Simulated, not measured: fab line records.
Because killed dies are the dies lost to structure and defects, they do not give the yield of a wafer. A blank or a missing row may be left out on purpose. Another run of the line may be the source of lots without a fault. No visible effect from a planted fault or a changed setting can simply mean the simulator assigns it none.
Chamber matching + flow n5Finfet + N5_BEOL_M11_ILD_DEP_00 on pecvd-01: 3 sister chambers
The step deposits SiCOH lowk from DEMS/porogen, target thk 308.51 nm, time 58 s. 3 wafers are shown with their chamber, then 10 later ones without.

== WAFERS, EACH WITH ITS CHAMBER ==
| wafer  | chamber | throttleValvePct (%) |
|--------|---------|----------------------|
| L081.2 | 1       | 12.2                 |
| L088.2 | 0       | 14.0                 |
| L088.3 | 2       | 13.2                 |

== WAFERS WITHOUT THEIR CHAMBER ==
| wafer  | throttleValvePct (%) |
|--------|----------------------|
| L088.6 | 12.4                 |
| L095.2 | 13.8                 |
| L095.5 | 13.7                 |
| L095.6 | 12.6                 |
| L094.1 | 13.9                 |
| L094.3 | 12.4                 |
| L094.4 | 12.6                 |
| L093.2 | 13.8                 |
| L093.4 | 13.8                 |
| L093.6 | 13.6                 |

== EACH ONE'S CHAMBER ==
| wafer  | from the rows above     | in truth                   |
|--------|-------------------------|----------------------------|
| L088.6 | 1                       | 1                          |
| L095.2 | can't be placed: 0 or 2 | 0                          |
| L095.5 | can't be placed: 0 or 2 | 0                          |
| L095.6 | can't be placed: 1 or 2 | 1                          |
| L094.1 | 0                       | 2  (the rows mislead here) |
| L094.3 | 1                       | 1                          |
| L094.4 | can't be placed: 1 or 2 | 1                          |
| L093.2 | can't be placed: 0 or 2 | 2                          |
| L093.4 | can't be placed: 0 or 2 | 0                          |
| L093.6 | can't be placed: 0 or 2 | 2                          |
Correctly placed: 2 of 10. From these rows, 7 cannot be placed; in 7 the true chamber is one of the candidates. Number placed wrongly: 1.
How it was worked out, from the rows above alone: a wafer's distance from a chamber is the root of the sum, over the readings, of the square of ((its reading less the chamber's mean) divided by the reading's scatter). The wafer belongs to the nearest chamber; if the next one is less than 2 further off, it can't be placed. For every chamber, the mean is computed from those of its wafers that are shown. The scatter: root of mean squared gap, hidden wafer to nearest shown wafer, with one shown wafer a chamber.
